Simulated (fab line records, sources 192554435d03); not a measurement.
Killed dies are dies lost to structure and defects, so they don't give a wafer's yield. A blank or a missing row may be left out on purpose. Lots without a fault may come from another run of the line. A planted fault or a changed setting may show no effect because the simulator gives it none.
Chamber matching | flow n5_finfet | N5_BEOL_M15_ETCH_61 on rie_diel-06: 4 sister chambers
The step etches BARC in N2/H2, target depth 89 nm, overetch 26.7 nm, time 67.9 s. 22 wafers are shown with their chamber, then 11 later ones without.

WAFERS WITH THEIR CHAMBER
wafer  | chamber | throttle_valve_pct (%) | showerhead_plenum_p_Torr (Torr) | drypump_motor_current_A (A)
L076.3 | 3       | 17.5                   | 2.68                            | 5.4
L076.5 | 1       | 17.8                   | 2.50                            | 5.5
L076.6 | 2       | 18.3                   | 2.54                            | 5.3
L075.1 | 2       | 18.3                   | 2.54                            | 5.4
L075.2 | 3       | 17.5                   | 2.68                            | 5.4
L075.5 | 2       | 18.3                   | 2.54                            | 5.4
L078.2 | 3       | 17.5                   | 2.68                            | 5.4
L078.3 | 0       | 18.1                   | 2.57                            | 6.0
L078.4 | 2       | 18.4                   | 2.54                            | 5.3
L082.1 | 2       | 18.4                   | 2.54                            | 5.4
L082.2 | 1       | 17.8                   | 2.49                            | 5.5
L082.3 | 0       | 18.1                   | 2.57                            | 6.0
L081.3 | 0       | 18.1                   | 2.57                            | 6.1
L081.4 | 2       | 18.4                   | 2.54                            | 5.4
L081.6 | 3       | 17.5                   | 2.67                            | 5.4
L085.1 | 2       | 18.4                   | 2.53                            | 5.3
L085.4 | 3       | 17.5                   | 2.67                            | 5.4
L085.5 | 1       | 17.8                   | 2.49                            | 5.5
L086.1 | 1       | 17.8                   | 2.49                            | 5.5
L086.2 | 2       | 18.4                   | 2.53                            | 5.4
L086.6 | 0       | 18.1                   | 2.57                            | 6.1
L091.2 | 2       | 18.4                   | 2.53                            | 5.3

SIGNATURES (means of the wafers above)
reading                  | chamber 0 | chamber 1 | chamber 2 | chamber 3 | scatter within a chamber
throttle_valve_pct       | 18.100    | 17.800    | 18.367    | 17.500    | 0.0333
showerhead_plenum_p_Torr | 2.5700    | 2.4925    | 2.5367    | 2.6760    | 0.00468
drypump_motor_current_A  | 6.050     | 5.500     | 5.356     | 5.400     | 0.0423
Rule: a wafer's distance from a chamber is the root of the sum, over the readings, of the square of ((its reading less the chamber's mean) divided by the reading's scatter). The wafer belongs to the nearest chamber; if the next one is less than 2 further off, it can't be placed. The scatter: the root of (the sum of the squares of (reading less its chamber's mean) over the shown wafers, divided by (wafers less chambers)).

WAFERS WITHOUT THEIR CHAMBER
wafer  | throttle_valve_pct (%) | showerhead_plenum_p_Torr (Torr) | drypump_motor_current_A (A)
L091.4 | 17.8                   | 2.49                            | 5.5
L091.6 | 17.8                   | 2.49                            | 5.5
L092.2 | 18.1                   | 2.56                            | 6.1
L092.4 | 17.8                   | 2.49                            | 5.5
L092.6 | 17.8                   | 2.49                            | 5.5
L095.1 | 17.8                   | 2.48                            | 5.5
L095.2 | 17.5                   | 2.66                            | 5.4
L095.5 | 18.4                   | 2.53                            | 5.4
L096.2 | 17.8                   | 2.48                            | 5.5
L096.4 | 18.4                   | 2.53                            | 5.4
L096.6 | 17.5                   | 2.66                            | 5.4

WHICH CHAMBER EACH WENT THROUGH
wafer  | from the rows above | in truth
L091.4 | 1                   | 1
L091.6 | 1                   | 1
L092.2 | 0                   | 0
L092.4 | 1                   | 1
L092.6 | 1                   | 1
L095.1 | 1                   | 1
L095.2 | 3                   | 3
L095.5 | 2                   | 2
L096.2 | 1                   | 1
L096.4 | 2                   | 2
L096.6 | 3                   | 3
Placed correctly: 11 of 11. Can't be placed from these rows: 0. Placed wrongly: 0.
